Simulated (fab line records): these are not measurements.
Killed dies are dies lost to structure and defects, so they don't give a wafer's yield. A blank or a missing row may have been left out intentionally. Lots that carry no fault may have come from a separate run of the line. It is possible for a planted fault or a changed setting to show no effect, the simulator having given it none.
Lot-split experiment :: flow n5Finfet :: route with 1938 steps; 7 lots, 21 wafers read

## ON THE SPLIT
At N5_SD_EPI_N_EXPOSE_06 (exposes mask SD N BLK, target cd 120 nm), the setting doseMj was moved away from the recipe's 39.75 on 9 of the 21 wafers read, by -5.7% to +5.8%. All remaining wafers had this setting at the recipe value.

## SPLIT TO READING: what lies between them in the file, 1 step
- N5_SD_EPI_N_DEVELOP_08: develop time 30 s (also split here: developTimeS)

## THE READING
cdNm (nm) at N5_SD_EPI_N_CD_MEAS_09, where the cd target is 120 nm. Fault-free wafers of this fab line usually give 120.1 nm, standard deviation 0.61 nm.

wafer: L078.2
tool, chamber at the split: arfiScanner-03, 0
doseMj as run: 39.75
against the recipe: recipe
cdNm, nm: 120.4
against lot-mates on the recipe: -

wafer: L078.5
tool, chamber at the split: arfiScanner-03, 0
doseMj as run: 39.75
against the recipe: recipe
cdNm, nm: 119.6
against lot-mates on the recipe: -

wafer: L078.6
tool, chamber at the split: arfiScanner-03, 0
doseMj as run: 39.75
against the recipe: recipe
cdNm, nm: 119.5
against lot-mates on the recipe: -

wafer: L081.1
tool, chamber at the split: arfiScanner-02, 0
doseMj as run: 39.75
against the recipe: recipe
cdNm, nm: 119.5
against lot-mates on the recipe: -

wafer: L081.4
tool, chamber at the split: arfiScanner-02, 0
doseMj as run: 38.53
against the recipe: -3.1%
cdNm, nm: 117.7
against lot-mates on the recipe: -1.8

wafer: L081.5
tool, chamber at the split: arfiScanner-02, 0
doseMj as run: 39.75
against the recipe: recipe
cdNm, nm: 119.5
against lot-mates on the recipe: -

wafer: L083.1
tool, chamber at the split: arfiScanner-02, 0
doseMj as run: 39.75
against the recipe: recipe
cdNm, nm: 121.4
against lot-mates on the recipe: -

wafer: L083.2
tool, chamber at the split: arfiScanner-02, 0
doseMj as run: 41.22
against the recipe: +3.7%
cdNm, nm: 122.3
against lot-mates on the recipe: +1.2

wafer: L083.3
tool, chamber at the split: arfiScanner-02, 0
doseMj as run: 39.75
against the recipe: recipe
cdNm, nm: 120.7
against lot-mates on the recipe: -

wafer: L088.4
tool, chamber at the split: arfiScanner-03, 0
doseMj as run: 40.65
against the recipe: +2.3%
cdNm, nm: 120.9
against lot-mates on the recipe: +0.4

wafer: L088.5
tool, chamber at the split: arfiScanner-03, 0
doseMj as run: 39.75
against the recipe: recipe
cdNm, nm: 120.5
against lot-mates on the recipe: -

wafer: L088.6
tool, chamber at the split: arfiScanner-03, 0
doseMj as run: 40.65
against the recipe: +2.3%
cdNm, nm: 119.3
against lot-mates on the recipe: -1.2

wafer: L089.2
tool, chamber at the split: arfiScanner-03, 0
doseMj as run: 40.97
against the recipe: +3.1%
cdNm, nm: 122.6
against lot-mates on the recipe: +3.1

wafer: L089.3
tool, chamber at the split: arfiScanner-03, 0
doseMj as run: 39.75
against the recipe: recipe
cdNm, nm: 119.7
against lot-mates on the recipe: -

wafer: L089.5
tool, chamber at the split: arfiScanner-03, 0
doseMj as run: 39.75
against the recipe: recipe
cdNm, nm: 119.3
against lot-mates on the recipe: -

wafer: L090.1
tool, chamber at the split: arfiScanner-03, 0
doseMj as run: 37.49
against the recipe: -5.7%
cdNm, nm: 115.6
against lot-mates on the recipe: -4.3

wafer: L090.2
tool, chamber at the split: arfiScanner-03, 0
doseMj as run: 37.49
against the recipe: -5.7%
cdNm, nm: 116.5
against lot-mates on the recipe: -3.4

wafer: L090.4
tool, chamber at the split: arfiScanner-03, 0
doseMj as run: 39.75
against the recipe: recipe
cdNm, nm: 119.9
against lot-mates on the recipe: -

wafer: L093.1
tool, chamber at the split: arfiScanner-01, 0
doseMj as run: 42.04
against the recipe: +5.8%
cdNm, nm: 123.5
against lot-mates on the recipe: +2.3

wafer: L093.2
tool, chamber at the split: arfiScanner-01, 0
doseMj as run: 39.75
against the recipe: recipe
cdNm, nm: 121.2
against lot-mates on the recipe: -

wafer: L093.6
tool, chamber at the split: arfiScanner-01, 0
doseMj as run: 42.04
against the recipe: +5.8%
cdNm, nm: 125.2
against lot-mates on the recipe: +4.0

THE FIT
A straight line over all 21 wafers: cdNm changes by +0.687 nm for each +1% of doseMj; r = +0.92; the points scatter about the line by 0.85 nm.
The same after taking each lot's own level away (the mean of its wafers on the recipe; 21 wafers): +0.574 nm for each +1%; r = +0.91; scatter 0.8 nm.
That fit puts the effect of the largest move of doseMj on the reading at 3.3 nm.
Across the lots, their own levels run from 119.50 to 121.20 nm, a range of 2.8 times the standard deviation given above.
Thus the slope moves with the lot-to-lot level: the two fits are different.
Check: with one of the wafers moved furthest among these (+5.8%) left out of the fit, the line predicts +3.31 nm for it against its lot-mates. Against them it came out at +2.3 nm.

## THESE WAFERS: OTHER SPLITS
Note: prior to the reading, these wafers also went through further splits. Each is held against what the fit with the lots' levels taken away leaves over:
other split on the same wafers: N5_ZERO_LAYER_PECVD_02 timeS
wafers away from the commonest value: 8
r with cdNm (lot level and that fit taken away): +0.37

other split on the same wafers: N5_PMOS_HMC_CHANNEL_EPI_PEB_07 pebTempC
wafers away from the commonest value: 12
r with cdNm (lot level and that fit taken away): +0.17

other split on the same wafers: N5_PMOS_HMC_CHANNEL_EPI_DESCUM_14 timeS
wafers away from the commonest value: 8
r with cdNm (lot level and that fit taken away): +0.44

other split on the same wafers: N5_FIN_SAQP_COAT_10 spinRpm
wafers away from the commonest value: 5
r with cdNm (lot level and that fit taken away): -0.40

other split on the same wafers: N5_FIN_SAQP_PEB_14 pebTimeS
wafers away from the commonest value: 9
r with cdNm (lot level and that fit taken away): -0.16

other split on the same wafers: N5_SD_EPI_N_DEVELOP_08 developTimeS
wafers away from the commonest value: 8
r with cdNm (lot level and that fit taken away): +0.36

## THE WHOLE CHAIN: every reading that the file lists as answering this split, in the file's order
step: N5_SD_EPI_N_CD_MEAS_09
what it does: target cd 120 nm
reading: cdNm
change (the file's fit): +0.567 nm for each +1% of the setting
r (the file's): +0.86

step: N5_SD_EPI_N_DESCUM_14
what it does: chemistry O2, time 7.9 s
reading: SD_EPI_N.cdNm (the simulator's own value, which no gauge read)
change (the file's fit): +0.59 nm for each +1% of the setting
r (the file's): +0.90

step: N5_SD_EPI_N_ETCH_35
what it does: etches SOC in N2/H2, overetch 108 nm, time 486 s
reading: SD_EPI_N.cdNm (the simulator's own value, which no gauge read)
change (the file's fit): +0.486 nm for each +1% of the setting
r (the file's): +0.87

step: N5_SD_EPI_N_ETCHBACK_44
what it does: etches SiNx in CH3F/O2, stops on SiO2, target depth 14.5 nm
reading: SD_EPI_N.cdNm (the simulator's own value, which no gauge read)
change (the file's fit): +0.5 nm for each +1% of the setting
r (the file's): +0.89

step: N5_SD_EPI_N_ETCH_45
what it does: etches SiOCN in CH3F/O2, target depth 6 nm
reading: SD_EPI_N.cdNm (the simulator's own value, which no gauge read)
change (the file's fit): +0.481 nm for each +1% of the setting
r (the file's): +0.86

## FILE'S OWN FIT
cdNm changes by +0.567 nm for each +1% of doseMj, r = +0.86.
